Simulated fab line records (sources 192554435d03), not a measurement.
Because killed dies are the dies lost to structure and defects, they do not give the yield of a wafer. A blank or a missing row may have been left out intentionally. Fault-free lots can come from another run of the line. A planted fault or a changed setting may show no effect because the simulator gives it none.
Split-lot trial | flow n5-finfet | on a route of 1938 steps: 7 lots, 21 wafers read

ABOUT THE SPLIT
At N5_WELL_APT_COAT_02 (resist thk 950 nm), the setting spin-rpm was moved away from the recipe's 1357 rpm on 7 of the 21 wafers read, by -10.2% to +9.1%. The other wafers ran this setting at the recipe's value.

Reading taken at the split's own step.

THE READING
coat_of_WELL_APT_COAT_02.thk-nm (the simulator's own value, which no gauge read), in nm, at N5_WELL_APT_COAT_02 (resist thk 950 nm). No usual value for it is given in the file. Across the 14 wafers here that went through the recipe, the average is 949.1 nm and the standard deviation 2.5 nm.

wafer  | tool, chamber at the split | spin-rpm as run, rpm | against the recipe | coat_of_WELL_APT_COAT_02.thk-nm, nm | against lot-mates on the recipe
L075.1 | litho-track-01, 0          | 1357                 | recipe             | 949.7                               | -
L075.3 | litho-track-01, 0          | 1306                 | -3.8%              | 969.2                               | +18.9
L075.6 | litho-track-01, 0          | 1357                 | recipe             | 951                                 | -
L077.3 | litho-track-05, 0          | 1357                 | recipe             | 947.4                               | -
L077.4 | litho-track-05, 0          | 1357                 | recipe             | 945                                 | -
L077.6 | litho-track-05, 0          | 1357                 | recipe             | 949.7                               | -
L082.4 | litho-track-01, 0          | 1357                 | recipe             | 951                                 | -
L082.5 | litho-track-01, 0          | 1357                 | recipe             | 954.1                               | -
L082.6 | litho-track-01, 0          | 1301                 | -4.1%              | 974.1                               | +21.6
L089.2 | litho-track-05, 0          | 1357                 | recipe             | 950.9                               | -
L089.4 | litho-track-05, 0          | 1357                 | recipe             | 950.1                               | -
L089.6 | litho-track-05, 0          | 1357                 | recipe             | 950.4                               | -
L092.2 | litho-track-02, 0          | 1357                 | recipe             | 946.4                               | -
L092.3 | litho-track-02, 0          | 1258                 | -7.3%              | 985.9                               | +39.7
L092.4 | litho-track-02, 0          | 1357                 | recipe             | 946                                 | -
L096.2 | litho-track-02, 0          | 1357                 | recipe             | 949                                 | -
L096.5 | litho-track-02, 0          | 1218                 | -10.2%             | 999.4                               | +50.4
L096.6 | litho-track-02, 0          | 1218                 | -10.2%             | 995.3                               | +46.3
L097.2 | litho-track-02, 0          | 1480                 | +9.1%              | 905.6                               | -40.5
L097.3 | litho-track-02, 0          | 1357                 | recipe             | 946.1                               | -
L097.6 | litho-track-02, 0          | 1480                 | +9.1%              | 906.2                               | -39.9

THE FIT
A straight line over all 21 wafers: coat_of_WELL_APT_COAT_02.thk-nm changes by -4.83 nm for each +1% of spin-rpm; r = -0.99; the points scatter about the line by 2.6 nm.
The same after taking each lot's own level away (the mean of its wafers on the recipe; 21 wafers): -4.7 nm for each +1%; r = -1.00; scatter 1.8 nm.
The reading moves by 48 nm for the largest change in spin-rpm, on that fit.
From 946.10 to 952.55 nm: that is the span of the lots' own levels, equal to 2.6 times the standard deviation above.
Hence the lot-to-lot level has little effect on the slope; both slopes agree.
Check: +48.3 nm against its lot-mates is what the line predicts for one of the wafers moved furthest among these (-10.2%) when that wafer is left out of the fit. Against them it came out at +50.4 nm.

FILE'S OWN FIT
coat_of_WELL_APT_COAT_02.thk-nm changes by -4.82 nm for each +1% of spin-rpm, r = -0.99.
